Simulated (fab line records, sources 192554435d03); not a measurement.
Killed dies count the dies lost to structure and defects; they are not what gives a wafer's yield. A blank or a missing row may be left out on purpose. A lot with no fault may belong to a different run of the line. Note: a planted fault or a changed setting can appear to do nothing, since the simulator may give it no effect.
Which tool did it? :: flow n5Finfet :: Sampling: 11 lots, 32 wafers, 5 of 1938 route steps

## WHAT THE GAUGES SHOWED, per wafer
No reading from a measuring or inspecting step in the record can be judged against a usual standard deviation.

## TOOL THAT RAN EACH LOT (tool first, then ch and the chambers of the sampled wafers, then the start)
lot: L371
N5_BEOL_M5_ECD_50: ecdCu-02 ch 0,1, day 8 09:38
N5_PASSIVATION_PRE_CLEAN_19: pvdSputter-03, day 12 04:20
N5_PASSIVATION_AL_ETCH_33: rieMetal-01 ch 0,1, day 12 05:16
N5_PASSIVATION_STRIP_34: rieDiel-01 ch 0,2,3, day 12 05:53
N5_PASSIVATION_PROBE_49: -

lot: L372
N5_BEOL_M5_ECD_50: ecdCu-01 ch 0,1, day 9 09:56
N5_PASSIVATION_PRE_CLEAN_19: pvdSputter-01, day 13 04:40
N5_PASSIVATION_AL_ETCH_33: rieMetal-02 ch 0,1, day 13 05:37
N5_PASSIVATION_STRIP_34: rieDiel-02 ch 0,1,3, day 13 06:01
N5_PASSIVATION_PROBE_49: -

lot: L373
N5_BEOL_M5_ECD_50: ecdCu-01 ch 0,1, day 9 20:11
N5_PASSIVATION_PRE_CLEAN_19: pvdSputter-01, day 13 18:37
N5_PASSIVATION_AL_ETCH_33: rieMetal-01 ch 0,1, day 13 19:25
N5_PASSIVATION_STRIP_34: rieDiel-02 ch 0,1,2, day 13 19:56
N5_PASSIVATION_PROBE_49: -

lot: L374
N5_BEOL_M5_ECD_50: ecdCu-01 ch 0,1, day 10 05:46
N5_PASSIVATION_PRE_CLEAN_19: pvdSputter-01, day 13 21:53
N5_PASSIVATION_AL_ETCH_33: rieMetal-02 ch 0,1, day 13 22:53
N5_PASSIVATION_STRIP_34: rieDiel-04 ch 1,2,3, day 13 23:31
N5_PASSIVATION_PROBE_49: -

lot: L375
N5_BEOL_M5_ECD_50: ecdCu-02 ch 0, day 10 11:19
N5_PASSIVATION_PRE_CLEAN_19: pvdSputter-02, day 14 01:45
N5_PASSIVATION_AL_ETCH_33: rieMetal-02 ch 0,1, day 14 03:07
N5_PASSIVATION_STRIP_34: rieDiel-02 ch 0,1, day 14 03:40
N5_PASSIVATION_PROBE_49: -

lot: L377
N5_BEOL_M5_ECD_50: ecdCu-02 ch 0,1, day 11 07:18
N5_PASSIVATION_PRE_CLEAN_19: pvdSputter-03, day 15 01:01
N5_PASSIVATION_AL_ETCH_33: rieMetal-02 ch 0,1, day 15 02:02
N5_PASSIVATION_STRIP_34: rieDiel-01 ch 1,2,3, day 15 02:34
N5_PASSIVATION_PROBE_49: -

lot: L382
N5_BEOL_M5_ECD_50: ecdCu-01 ch 0,1, day 12 18:08
N5_PASSIVATION_PRE_CLEAN_19: pvdSputter-01, day 16 06:13
N5_PASSIVATION_AL_ETCH_33: rieMetal-01 ch 0,1, day 16 07:08
N5_PASSIVATION_STRIP_34: rieDiel-02 ch 1,2,3, day 16 07:40
N5_PASSIVATION_PROBE_49: -

lot: L385
N5_BEOL_M5_ECD_50: ecdCu-02 ch 0,1, day 13 03:02
N5_PASSIVATION_PRE_CLEAN_19: pvdSputter-01, day 16 10:53
N5_PASSIVATION_AL_ETCH_33: rieMetal-01 ch 0,1, day 16 11:47
N5_PASSIVATION_STRIP_34: rieDiel-01 ch 0,2,3, day 16 12:18
N5_PASSIVATION_PROBE_49: -

lot: L386
N5_BEOL_M5_ECD_50: ecdCu-01 ch 0,1, day 13 15:18
N5_PASSIVATION_PRE_CLEAN_19: pvdSputter-02, day 16 22:28
N5_PASSIVATION_AL_ETCH_33: rieMetal-01 ch 0,1, day 16 23:28
N5_PASSIVATION_STRIP_34: rieDiel-04 ch 0,1,2, day 16 23:59
N5_PASSIVATION_PROBE_49: -

lot: L390
N5_BEOL_M5_ECD_50: ecdCu-02 ch 0,1, day 14 07:20
N5_PASSIVATION_PRE_CLEAN_19: pvdSputter-02, day 17 20:14
N5_PASSIVATION_AL_ETCH_33: rieMetal-01 ch 0, day 17 21:01
N5_PASSIVATION_STRIP_34: rieDiel-02 ch 1,2, day 17 21:32
N5_PASSIVATION_PROBE_49: prober-01, day 18 02:24

lot: L392
N5_BEOL_M5_ECD_50: ecdCu-02 ch 0,1, day 14 21:28
N5_PASSIVATION_PRE_CLEAN_19: pvdSputter-02, day 18 13:04
N5_PASSIVATION_AL_ETCH_33: rieMetal-01 ch 0, day 18 14:21
N5_PASSIVATION_STRIP_34: rieDiel-01 ch 0,2, day 18 14:52
N5_PASSIVATION_PROBE_49: prober-01, day 18 20:23
- N5_BEOL_M5_ECD_50: material Cu, target thk 300 nm.
- N5_PASSIVATION_PRE_CLEAN_19
- N5_PASSIVATION_AL_ETCH_33: etches Al in Cl2/BCl3, stops on TaN, target depth 2800 nm, time 466.7 s.
- N5_PASSIVATION_STRIP_34: strips in O2.
- N5_PASSIVATION_PROBE_49

## WHAT THE TOOLS THEMSELVES READ (means of the sampled wafers that have a number; where no wafer has one, the mark that the record gives instead)
N5_PASSIVATION_PRE_CLEAN_19.
lot: L371
tool: pvdSputter-03
heaterPowerW (W): 480

lot: L372
tool: pvdSputter-01
heaterPowerW (W): 394

lot: L373
tool: pvdSputter-01
heaterPowerW (W): 435

lot: L374
tool: pvdSputter-01
heaterPowerW (W): 438

lot: L375
tool: pvdSputter-02
heaterPowerW (W): 380

lot: L377
tool: pvdSputter-03
heaterPowerW (W): 452

lot: L382
tool: pvdSputter-01
heaterPowerW (W): 435

lot: L385
tool: pvdSputter-01
heaterPowerW (W): 428

lot: L386
tool: pvdSputter-02
heaterPowerW (W): 432

lot: L390
tool: pvdSputter-02
heaterPowerW (W): 488

lot: L392
tool: pvdSputter-02
heaterPowerW (W): 484

N5_PASSIVATION_AL_ETCH_33.
lot: L371
tool: rieMetal-01
bcl3FlowSccm (sccm): 60.06
drypumpMotorCurrentA (A): 5.3
oesProductAu (a.u.): 0.74
throttleValvePct (%): 34.33

lot: L372
tool: rieMetal-02
bcl3FlowSccm (sccm): 59.92
drypumpMotorCurrentA (A): 5.8
oesProductAu (a.u.): 0.66
throttleValvePct (%): 34.02

lot: L373
tool: rieMetal-01
bcl3FlowSccm (sccm): 59.98
drypumpMotorCurrentA (A): 5.3
oesProductAu (a.u.): 0.73
throttleValvePct (%): 34.28

lot: L374
tool: rieMetal-02
bcl3FlowSccm (sccm): 60.04
drypumpMotorCurrentA (A): 5.9
oesProductAu (a.u.): 0.65
throttleValvePct (%): 34.12

lot: L375
tool: rieMetal-02
bcl3FlowSccm (sccm): 60.25
drypumpMotorCurrentA (A): 5.9
oesProductAu (a.u.): 0.65
throttleValvePct (%): 34.12

lot: L377
tool: rieMetal-02
bcl3FlowSccm (sccm): 59.99
drypumpMotorCurrentA (A): 5.8
oesProductAu (a.u.): 0.65
throttleValvePct (%): 34.07

lot: L382
tool: rieMetal-01
bcl3FlowSccm (sccm): 59.88
drypumpMotorCurrentA (A): 5.3
oesProductAu (a.u.): 0.72
throttleValvePct (%): 34.36

lot: L385
tool: rieMetal-01
bcl3FlowSccm (sccm): 59.96
drypumpMotorCurrentA (A): 5.3
oesProductAu (a.u.): 0.72
throttleValvePct (%): 34.35

lot: L386
tool: rieMetal-01
bcl3FlowSccm (sccm): 60.21
drypumpMotorCurrentA (A): 5.3
oesProductAu (a.u.): 0.72
throttleValvePct (%): 34.34

lot: L390
tool: rieMetal-01
bcl3FlowSccm (sccm): 59.86
drypumpMotorCurrentA (A): 5.3
oesProductAu (a.u.): 0.72
throttleValvePct (%): 34.40

lot: L392
tool: rieMetal-01
bcl3FlowSccm (sccm): 59.73
drypumpMotorCurrentA (A): 5.3
oesProductAu (a.u.): 0.71
throttleValvePct (%): 34.39

N5_PASSIVATION_STRIP_34.
lot: L371
tool: rieDiel-01
drypumpMotorCurrentA (A): 5.6
oesProductAu (a.u.): 0.85
rfVppV (V): 3.2
showerheadPlenumPTorr (Torr): 2.15
throttleValvePct (%): 16.50

lot: L372
tool: rieDiel-02
drypumpMotorCurrentA (A): 5.2
oesProductAu (a.u.): 0.82
rfVppV (V): 4.7
showerheadPlenumPTorr (Torr): 2.13
throttleValvePct (%): 16.81

lot: L373
tool: rieDiel-02
drypumpMotorCurrentA (A): 5.3
oesProductAu (a.u.): 0.81
rfVppV (V): 3.5
showerheadPlenumPTorr (Torr): 2.11
throttleValvePct (%): 16.82

lot: L374
tool: rieDiel-04
drypumpMotorCurrentA (A): 5.5
oesProductAu (a.u.): 0.81
rfVppV (V): 4.0
showerheadPlenumPTorr (Torr): 2.09
throttleValvePct (%): 16.76

lot: L375
tool: rieDiel-02
drypumpMotorCurrentA (A): 5.4
oesProductAu (a.u.): 0.88
rfVppV (V): 2.4
showerheadPlenumPTorr (Torr): 2.13
throttleValvePct (%): 16.82

lot: L377
tool: rieDiel-01
drypumpMotorCurrentA (A): 5.9
oesProductAu (a.u.): 0.85
rfVppV (V): 3.9
showerheadPlenumPTorr (Torr): 2.12
throttleValvePct (%): 16.49

lot: L382
tool: rieDiel-02
drypumpMotorCurrentA (A): 5.1
oesProductAu (a.u.): 0.71
rfVppV (V): 4.7
showerheadPlenumPTorr (Torr): 2.10
throttleValvePct (%): 16.84

lot: L385
tool: rieDiel-01
drypumpMotorCurrentA (A): 5.7
oesProductAu (a.u.): 0.79
rfVppV (V): 3.5
showerheadPlenumPTorr (Torr): 2.14
throttleValvePct (%): 16.54

lot: L386
tool: rieDiel-04
drypumpMotorCurrentA (A): 5.5
oesProductAu (a.u.): 0.83
rfVppV (V): 4.2
showerheadPlenumPTorr (Torr): 2.06
throttleValvePct (%): 16.66

lot: L390
tool: rieDiel-02
drypumpMotorCurrentA (A): 5.2
oesProductAu (a.u.): 0.69
rfVppV (V): 4.5
showerheadPlenumPTorr (Torr): 2.07
throttleValvePct (%): 16.87

lot: L392
tool: rieDiel-01
drypumpMotorCurrentA (A): 5.7
oesProductAu (a.u.): 0.78
rfVppV (V): 2.8
showerheadPlenumPTorr (Torr): 2.20
throttleValvePct (%): 16.58

N5_PASSIVATION_PROBE_49.
lot: L390
tool: prober-01
defectLimitedYield (%): 79.1
killed_at_M0_to_M3: 43
killed_at_M4_up: 152
killedAtContacts: 10
killedAtFrontEnd: 39
killedAtOther: 2
killedDies: 247
killedOnRim: 27
killedOpen: 73
killedShort: 32
sort_bin_5_function (%): 12.6
sort_bin_6_memory (%): 7.1
sortNPass: 933
sortYieldPct (%): 79.1

lot: L392
tool: prober-01
defectLimitedYield (%): 73.0
killed_at_M0_to_M3: 34
killed_at_M4_up: 220
killedAtContacts: 12
killedAtFrontEnd: 46
killedAtOther: 4
killedDies: 318
killedOnRim: 46
killedOpen: 75
killedShort: 33
sort_bin_5_function (%): 15.6
sort_bin_6_memory (%): 9.7
sortNPass: 862
sortYieldPct (%): 73.0

## THE ANSWER, worked out from the rows above alone
Rule: the usual values come from the lots themselves. The widest of any qualifying gaps counts: lots, ordered by their means at a reading, are off when they make up no more than a third of the lots, leave a main group of 4 or more, and stand apart from it by 3 or more times the standard deviation of that group's means. The tables above print the reading to a certain number of digits; a main group whose means all agree to those digits is not used. Also off: a lot with no number at a reading for which 4 or more lots have one. Where the step has rows for the other lots, those lots are counted as sound. After the gauges, taken in route order, come the tools' own readings; for these a lot's mean is taken, as printed above. At the first step where some lot is off, the reading lying furthest off is the one used; lots without a number count as furthest.
No lot is off at any reading shown: from this, nothing can be told.

## WHAT THE SIMULATOR PUT IN
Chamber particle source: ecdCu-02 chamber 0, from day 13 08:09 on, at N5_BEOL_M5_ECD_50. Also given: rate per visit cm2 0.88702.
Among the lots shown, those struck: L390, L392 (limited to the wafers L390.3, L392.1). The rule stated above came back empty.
